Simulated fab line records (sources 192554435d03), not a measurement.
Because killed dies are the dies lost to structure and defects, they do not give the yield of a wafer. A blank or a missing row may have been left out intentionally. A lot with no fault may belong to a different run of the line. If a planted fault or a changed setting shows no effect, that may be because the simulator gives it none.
Chamber matching -- flow n5_finfet -- N5_SD_EPI_P_ETCH_37 on rie_diel-02 has 4 sister chambers
The step etches SOC in N2/H2, overetch 108 nm, time 486 s. 16 wafers are shown with their chamber, then 8 later ones without.

== WAFERS, EACH WITH ITS CHAMBER ==
wafer,chamber,drypump_motor_current_A (A),throttle_valve_pct (%),showerhead_plenum_p_Torr (Torr)
L075.1,0,5.4,23.71,2.60
L075.3,2,6.5,23.70,2.48
L075.6,3,6.8,24.46,2.49
L077.2,3,6.8,24.45,2.49
L077.4,1,6.4,23.53,2.67
L077.6,2,6.5,23.69,2.48
L078.1,2,6.5,23.72,2.48
L078.4,3,6.8,24.46,2.49
L078.6,0,5.4,23.72,2.60
L081.2,0,5.4,23.74,2.60
L081.4,3,6.8,24.48,2.48
L081.6,2,6.6,23.71,2.48
L085.2,1,6.4,23.55,2.66
L085.4,1,6.4,23.54,2.66
L085.6,2,6.6,23.73,2.47
L087.3,2,6.5,23.73,2.47

SIGNATURES (averages over the wafers above)
reading,chamber 0,chamber 1,chamber 2,chamber 3,scatter within a chamber
drypump_motor_current_A,5.400,6.400,6.533,6.800,0.0333
throttle_valve_pct,23.7233,23.5400,23.7133,24.4625,0.0144
showerhead_plenum_p_Torr,2.6000,2.6633,2.4767,2.4875,0.00479
Rule: a wafer lies at a distance from a chamber equal to the root of the sum of squares, over the readings, of (its reading less the chamber's mean, divided by the reading's scatter). If the next closest chamber is less than 2 further off than the closest, the wafer can't be placed; otherwise it belongs to the closest. How the scatter is found: for the shown wafers, subtract from each reading the mean of its chamber, square and add these, divide the total by (wafers less chambers), then take the root.

== WAFERS WHOSE CHAMBER IS MISSING ==
wafer,drypump_motor_current_A (A),throttle_valve_pct (%),showerhead_plenum_p_Torr (Torr)
L087.4,6.8,24.48,2.48
L087.5,6.8,24.47,2.48
L089.1,6.5,23.75,2.47
L089.2,6.8,24.46,2.48
L089.4,5.4,23.74,2.59
L096.1,6.8,24.50,2.47
L096.3,5.4,23.76,2.58
L096.4,5.4,23.75,2.58

== WHICH CHAMBER EACH WENT THROUGH ==
wafer,from the rows above,in truth
L087.4,3,3
L087.5,3,3
L089.1,2,2
L089.2,3,3
L089.4,0,0
L096.1,3,3
L096.3,0,0
L096.4,0,0
Placed correctly: 8 of 8. From these rows, 0 cannot be placed. Number placed wrongly: 0.
